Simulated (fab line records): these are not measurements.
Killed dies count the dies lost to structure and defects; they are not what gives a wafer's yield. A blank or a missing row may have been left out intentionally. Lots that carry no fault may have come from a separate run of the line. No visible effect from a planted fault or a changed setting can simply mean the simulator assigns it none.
The same fault as seen by 2 desks -- flow n5-finfet -- what lay behind the numbers comes last; until then each desk has only its own

TOOL OWNER'S DESK, rie-diel-02
The tool's own readings at N5_BEOL_M15_STRIP_37 (strips in O2): means of the sampled wafers that have a number, for each lot that ran on this tool. Any lot whose mean is over 4 standard deviations away from the usual mean is out of limits and marked OUT; that distance is given in the brackets.
Columns: A = chamber-pressure-mTorr at N5_BEOL_M15_STRIP_37, usual 30.00 mTorr; B = drypump-motor-current-A at N5_BEOL_M15_STRIP_37, usual 5.8 A; C = oes-product-au at N5_BEOL_M15_STRIP_37, usual 0.78 a.u.; D = rf-vpp-V at N5_BEOL_M15_STRIP_37, usual 3.6 V; E = showerhead-plenum-p-Torr at N5_BEOL_M15_STRIP_37, usual 2.11 Torr; F = throttle-valve-pct at N5_BEOL_M15_STRIP_37, usual 16.6 %
lot,first seen here,A,B,C,D,E,F
L894,day 11 15:35,29.98,6.1,0.82,3.2,2.17,16.7
L896,day 12 15:31,30.04,6.1,0.80,4.1,2.13,16.6
L902,day 13 14:08,26.99 (-81) OUT,6.1,0.79,3.8,2.13,16.6
L914,day 16 23:32,29.98,6.2,0.79,4.2,2.09,16.2
L913,day 18 00:21,30.00,5.7,0.82,3.8,2.08,16.3
This desk's verdict: out of limits on L902, starting with L902 at day 13 14:08 (chamber-pressure-mTorr at N5_BEOL_M15_STRIP_37). L894, L896, L914, L913: within limits.

AT THE METROLOGY DESK
What the gauges read, lot by lot, whatever tool the lot ran on: means of the sampled wafers that have a number. Any lot whose mean is over 4 standard deviations away from the usual mean is out of limits and marked OUT; that distance is given in the brackets.
Columns: A = cd-nm at N5_BEOL_M15_CD_MEAS_17, usual 360.3 nm
lot,first seen here,A
L893,day 11 10:00,361.3
L894,day 11 13:58,358.5
L895,day 12 10:23,359.9
L896,day 12 10:25,362.0
L899,day 12 18:25,357.3
L902,day 13 09:14,357.4
L911,day 16 02:26,359.0
L912,day 16 17:59,361.8
L914,day 16 19:04,361.2
L915,day 17 11:17,362.8
L913,day 17 19:52,360.2
This desk's verdict: no lot among the 11 shows anything out of limits.

BROUGHT TOGETHER
On L902, at day 13 14:08, an alarm was possible from the tool owner's desk.
From the metrology desk's view, nothing was out of limits.
The metrology desk has L902 on record, within its limits.
N5_BEOL_M15_STRIP_37 was run on rie-diel-02 by each of the lots named.

WHAT THE SIMULATOR HAD PUT IN
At N5_BEOL_M15_STRIP_37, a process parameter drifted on rie-diel-02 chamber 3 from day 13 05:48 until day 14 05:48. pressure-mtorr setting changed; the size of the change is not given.
Shown lots that were struck: L902.
Time in hours from fault onset to the first out-of-limits reading at each desk: the tool owner's desk, 8.
